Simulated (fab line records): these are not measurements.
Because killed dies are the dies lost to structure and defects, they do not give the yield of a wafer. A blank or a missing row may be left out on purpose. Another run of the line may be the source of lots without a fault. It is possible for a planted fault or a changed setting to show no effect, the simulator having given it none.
Chamber matching :: flow nandHarc :: cmp-01 running NHARC_A_WL_FILL_CMP_12: 4 sister chambers
The step polishes, t overpolish 30 s, target thk 100 nm. 4 wafers are shown with their chamber, then 9 later ones without.

## WAFERS, EACH WITH ITS CHAMBER
wafer: L085.5
chamber: 2
timeToEndpointS (s): 14

wafer: L086.2
chamber: 0
timeToEndpointS (s): 19

wafer: L086.4
chamber: 1
timeToEndpointS (s): 14

wafer: L086.6
chamber: 3
timeToEndpointS (s): 24

## WAFERS WHOSE CHAMBER IS MISSING
wafer: L091.2
timeToEndpointS (s): 18

wafer: L091.5
timeToEndpointS (s): 18

wafer: L091.6
timeToEndpointS (s): 15

wafer: L093.2
timeToEndpointS (s): 17

wafer: L093.4
timeToEndpointS (s): 17

wafer: L093.5
timeToEndpointS (s): 19

wafer: L095.3
timeToEndpointS (s): 15

wafer: L095.5
timeToEndpointS (s): 16

wafer: L095.6
timeToEndpointS (s): 16

## WHICH CHAMBER EACH WENT THROUGH
wafer: L091.2
from the rows above: 0
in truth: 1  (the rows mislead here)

wafer: L091.5
from the rows above: 0
in truth: 0

wafer: L091.6
from the rows above: can't be placed: 1 or 2
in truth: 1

wafer: L093.2
from the rows above: can't be placed: 0 or 1 or 2
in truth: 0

wafer: L093.4
from the rows above: can't be placed: 0 or 1 or 2
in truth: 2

wafer: L093.5
from the rows above: 0
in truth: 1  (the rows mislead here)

wafer: L095.3
from the rows above: can't be placed: 1 or 2
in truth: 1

wafer: L095.5
from the rows above: can't be placed: 1 or 2 or 0
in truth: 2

wafer: L095.6
from the rows above: can't be placed: 1 or 2 or 0
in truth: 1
Correctly placed: 1 of 9. Cannot be placed on the basis of these rows: 6; the candidates contain the true chamber in 6. Wrongly placed: 2.
How it was worked out, from the rows above alone: a wafer's distance from a chamber is the root of the sum, over the readings, of the square of ((its reading less the chamber's mean) divided by the reading's scatter). If the next closest chamber is less than 2 further off than the closest, the wafer can't be placed; otherwise it belongs to the closest. For every chamber, the mean is computed from those of its wafers that are shown. The scatter (one wafer shown for each chamber): square how far every hidden wafer sits from the nearest shown wafer, average those squares and take the square root.
